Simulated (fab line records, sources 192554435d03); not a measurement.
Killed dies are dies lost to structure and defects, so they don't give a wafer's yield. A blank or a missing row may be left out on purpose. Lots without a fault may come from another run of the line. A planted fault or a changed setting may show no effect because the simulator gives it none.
Chamber matching | flow n5_finfet | N5_DUMMY_GATE_CMP_04 on cmp-01: 4 sister chambers
The step polishes a-Si. 4 wafers are shown with their chamber, then 11 later ones without.

WAFERS WITH THEIR CHAMBER
wafer  | chamber | motor_current_A (A)
L087.6 | 0       | 10.7
L089.1 | 1       | 13.5
L089.4 | 2       | 11.1
L090.2 | 3       | 9.4

WAFERS WITHOUT THEIR CHAMBER
wafer  | motor_current_A (A)
L090.3 | 13.4
L090.5 | 10.9
L095.2 | 11.0
L095.4 | 10.5
L095.6 | 13.6
L096.1 | 13.4
L096.2 | 10.9
L096.6 | 9.7
L097.2 | 13.9
L097.3 | 9.7
L097.5 | 10.9

WHICH CHAMBER EACH WENT THROUGH
wafer  | from the rows above     | in truth
L090.3 | 1                       | 1
L090.5 | can't be placed: 2 or 0 | 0
L095.2 | can't be placed: 2 or 0 | 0
L095.4 | can't be placed: 0 or 2 | 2
L095.6 | 1                       | 1
L096.1 | 1                       | 1
L096.2 | can't be placed: 2 or 0 | 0
L096.6 | 3                       | 3
L097.2 | 1                       | 1
L097.3 | 3                       | 3
L097.5 | can't be placed: 2 or 0 | 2
Placed correctly: 6 of 11. Can't be placed from these rows: 5 (the true chamber is among the candidates in 5). Placed wrongly: 0.
How it was worked out, from the rows above alone: a wafer's distance from a chamber is the root of the sum, over the readings, of the square of ((its reading less the chamber's mean) divided by the reading's scatter). The wafer belongs to the nearest chamber; if the next one is less than 2 further off, it can't be placed. A chamber's mean is the mean of its shown wafers. The scatter: with one shown wafer a chamber, the root of the mean of the squares of how far each hidden wafer lies from its nearest shown one.
